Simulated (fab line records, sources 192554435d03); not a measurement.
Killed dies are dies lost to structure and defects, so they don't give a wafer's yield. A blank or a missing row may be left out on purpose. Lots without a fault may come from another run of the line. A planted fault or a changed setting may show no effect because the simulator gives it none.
Problem report in the 8D (eight disciplines) form, filled by code | flow n5_finfet | the parts of the form that need people (team, actions taken, sign-off) are left out

1. THE PROBLEM
spin_speed_rpm at N5_MOL_CONTACT_COAG_COAT_76 reads a mean of 1455.8 rpm on 6 wafers of 2 lots; wafers without a fault read 1500.2 rpm with a standard deviation of 0.88. That is -50 standard deviations from the usual mean.
The step: time 60 s, resist thk 10 nm.
First seen on wafer L725.1, day 8 10:49, on litho_track-05. The record holds 18 wafers of 6 lots with a number at this step. Rule for "out", or "out of limits": more than 4 standard deviations from the usual mean. The other wafers with a number count as sound.

2. WHAT IT IS AND WHAT IT IS NOT
question                    | is                     | is not
which readings at this step | spin_speed_rpm         | exhaust_pa
which lots                  | L725, L727             | L715, L719, L720, L724
which wafers of those lots  | all that have a number | -
read on which tools         | litho_track-05         | litho_track-02, litho_track-03
when                        | from day 8 10:49       | up to then (12 sound wafers)

3. SUSPECTS, AND WHAT RULES EACH OUT
Counting: a tool at a process step up to the reading stays a suspect if it ran every lot that is out and no sound lot after the first of them.
- ald_sin-02 at N5_MOL_CONTACT_COAG_ALD_123 (deposits SiNx, target thk 5 nm, pulse time 1 s, purge time 2 s): kept. It ran every lot that is out, first L725 (day 8 10:16), and no sound lot after that; its last sound lot up to then is L720 (day 7 06:56).
- litho_track-05 at N5_MOL_CONTACT_COAG_COAT_76 (time 60 s, resist thk 10 nm): kept. It ran every lot that is out, first L725 (day 8 10:49), and no sound lot after that; its last sound lot up to then is L715 (day 5 21:07). Its own readings are out on those wafers: spin_speed_rpm.
Left after counting: ald_sin-02 at N5_MOL_CONTACT_COAG_ALD_123, litho_track-05 at N5_MOL_CONTACT_COAG_COAT_76.

4. THE CAUSE (what the simulator had put in)
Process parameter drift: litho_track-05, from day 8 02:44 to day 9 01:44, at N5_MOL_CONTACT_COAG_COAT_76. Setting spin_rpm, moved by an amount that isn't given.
Counting left 2 suspects, and this tool is among them.

5. THE CHAIN OF EFFECTS, in route order
Each row: a reading whose mean over the struck wafers that have a number lies more than 3 standard deviations from the usual. Only readings for which the record gives a usual standard deviation are gone through. hours: the time from each lot's start at the first step in this table that gives one to its start at this step, as a median over the lots. sigmas: the change in usual standard deviations.
hours | step                        | reading        | usual      | on struck wafers | change | sigmas
0     | N5_MOL_CONTACT_COAG_COAT_76 | spin_speed_rpm | 1500.2 rpm | 1455.8           | -44.4  | -50
The process steps in it:
- N5_MOL_CONTACT_COAG_COAT_76: time 60 s, resist thk 10 nm.
Later measuring or inspecting steps at which every struck wafer that the step has a row for has a number for every such reading, and none has moved that far: N5_MOL_CONTACT_COAG_CD_MEAS_84, N5_MOL_CONTACT_COAG_OVL_MEAS_85, N5_MOL_CONTACT_COAG_INSPECT_57, N5_BEOL_M4_RC_MEAS_101.

6. WHAT WOULD HAVE CAUGHT IT SOONER
In this record the first reading out of limits was taken at day 8 10:49, 8 hours after the fault began at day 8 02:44.
